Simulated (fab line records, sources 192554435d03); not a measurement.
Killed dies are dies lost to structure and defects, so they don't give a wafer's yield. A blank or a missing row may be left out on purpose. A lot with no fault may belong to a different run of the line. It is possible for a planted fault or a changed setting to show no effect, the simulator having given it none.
Matching of chambers / flow n5-finfet / N5_BEOL_M15_VIA_ETCH_16 on rie-diel-01 has 4 sister chambers
The step etches SiO2 in C4F8/O2/Ar, target depth 1792.2 nm. 8 wafers are shown with their chamber, then 7 later ones without.

EACH WAFER AND ITS CHAMBER
wafer=L076.1; chamber=0; showerhead-plenum-p-Torr (Torr)=3.62; rf-vpp-V (V)=2197
wafer=L076.3; chamber=1; showerhead-plenum-p-Torr (Torr)=3.51; rf-vpp-V (V)=2233
wafer=L080.3; chamber=0; showerhead-plenum-p-Torr (Torr)=3.61; rf-vpp-V (V)=2198
wafer=L083.4; chamber=3; showerhead-plenum-p-Torr (Torr)=3.31; rf-vpp-V (V)=2253
wafer=L083.5; chamber=2; showerhead-plenum-p-Torr (Torr)=3.37; rf-vpp-V (V)=2217
wafer=L083.6; chamber=3; showerhead-plenum-p-Torr (Torr)=3.31; rf-vpp-V (V)=2252
wafer=L084.2; chamber=2; showerhead-plenum-p-Torr (Torr)=3.37; rf-vpp-V (V)=2220
wafer=L084.4; chamber=1; showerhead-plenum-p-Torr (Torr)=3.50; rf-vpp-V (V)=2231

WAFERS WITHOUT THEIR CHAMBER
wafer=L084.5; showerhead-plenum-p-Torr (Torr)=3.50; rf-vpp-V (V)=2234
wafer=L091.2; showerhead-plenum-p-Torr (Torr)=3.60; rf-vpp-V (V)=2196
wafer=L091.4; showerhead-plenum-p-Torr (Torr)=3.30; rf-vpp-V (V)=2251
wafer=L091.6; showerhead-plenum-p-Torr (Torr)=3.60; rf-vpp-V (V)=2197
wafer=L093.1; showerhead-plenum-p-Torr (Torr)=3.36; rf-vpp-V (V)=2218
wafer=L093.4; showerhead-plenum-p-Torr (Torr)=3.50; rf-vpp-V (V)=2232
wafer=L093.6; showerhead-plenum-p-Torr (Torr)=3.60; rf-vpp-V (V)=2195

CHAMBER TAKEN BY EACH
wafer=L084.5; from the rows above=1; in truth=1
wafer=L091.2; from the rows above=0; in truth=0
wafer=L091.4; from the rows above=3; in truth=3
wafer=L091.6; from the rows above=0; in truth=0
wafer=L093.1; from the rows above=2; in truth=2
wafer=L093.4; from the rows above=1; in truth=1
wafer=L093.6; from the rows above=0; in truth=0
Correctly placed: 7 of 7. Number that these rows cannot place: 0. Wrongly placed: 0.
How it was worked out, from the rows above alone: a wafer's distance from a chamber is the root of the sum, over the readings, of the square of ((its reading less the chamber's mean) divided by the reading's scatter). If the next closest chamber is less than 2 further off than the closest, the wafer can't be placed; otherwise it belongs to the closest. Each chamber's mean is taken over the wafers shown for it. How the scatter is found: for the shown wafers, subtract from each reading the mean of its chamber, square and add these, divide the total by (wafers less chambers), then take the root.
